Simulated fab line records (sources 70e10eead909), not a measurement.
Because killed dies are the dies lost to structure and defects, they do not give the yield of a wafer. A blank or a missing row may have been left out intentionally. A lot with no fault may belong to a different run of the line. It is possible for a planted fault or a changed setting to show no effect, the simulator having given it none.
Matching of chambers	flow nand_harc	NHARC_A_M1_DESCUM_14 on rie_diel-06: 4 sister chambers
The step chemistry O2, time 3 s. 16 wafers are shown with their chamber, then 8 later ones without.

== WAFERS WITH THEIR CHAMBER ==
wafer	chamber	drypump_motor_current_A (A)	oes_product_au (a.u.)	throttle_valve_pct (%)
L077.1	2	6.2	0.986	11.316
L077.2	1	5.5	1.000	11.302
L077.3	3	6.0	0.999	11.319
L082.1	2	6.3	0.987	11.325
L082.4	0	6.0	0.974	11.296
L082.5	2	6.3	1.000	11.321
L083.2	0	6.0	0.979	11.320
L083.3	3	6.0	0.998	11.315
L083.4	2	6.3	0.997	11.320
L085.1	0	5.9	0.990	11.322
L085.2	2	6.3	0.985	11.308
L085.4	1	5.5	1.005	11.324
L087.1	2	6.2	0.989	11.314
L087.4	3	6.0	1.019	11.312
L087.6	0	5.9	0.983	11.300
L089.3	0	5.9	1.011	11.306

SIGNATURES (averages over the wafers above)
reading	chamber 0	chamber 1	chamber 2	chamber 3	scatter within a chamber
drypump_motor_current_A	5.940	5.500	6.267	6.000	0.0459
oes_product_au	0.98740	1.00250	0.99067	1.00533	0.0105
throttle_valve_pct	11.30880	11.31300	11.31733	11.31533	0.0091
Rule: distance of a wafer from a chamber = root of the sum over the readings of ((wafer's reading minus chamber's mean) / reading's scatter) squared. If the next closest chamber is less than 2 further off than the closest, the wafer can't be placed; otherwise it belongs to the closest. How the scatter is found: for the shown wafers, subtract from each reading the mean of its chamber, square and add these, divide the total by (wafers less chambers), then take the root.

== WAFERS MISSING THEIR CHAMBER ==
wafer	drypump_motor_current_A (A)	oes_product_au (a.u.)	throttle_valve_pct (%)
L089.4	5.5	1.005	11.303
L089.6	6.3	1.003	11.307
L093.2	5.5	0.997	11.318
L093.3	5.9	1.005	11.319
L093.4	6.0	0.985	11.296
L095.1	5.9	0.989	11.322
L095.3	5.5	1.003	11.305
L095.6	6.0	0.983	11.292

== CHAMBER TAKEN BY EACH ==
wafer	from the rows above	in truth
L089.4	1	1
L089.6	2	2
L093.2	1	1
L093.3	can't be placed: 0 or 3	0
L093.4	can't be placed: 0 or 3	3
L095.1	can't be placed: 0 or 3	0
L095.3	1	1
L095.6	can't be placed: 0 or 3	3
Correct placement for 4 of the 8. Not placeable from these rows: 4 (in 4, the candidates include the true chamber). Placed wrongly: 0.
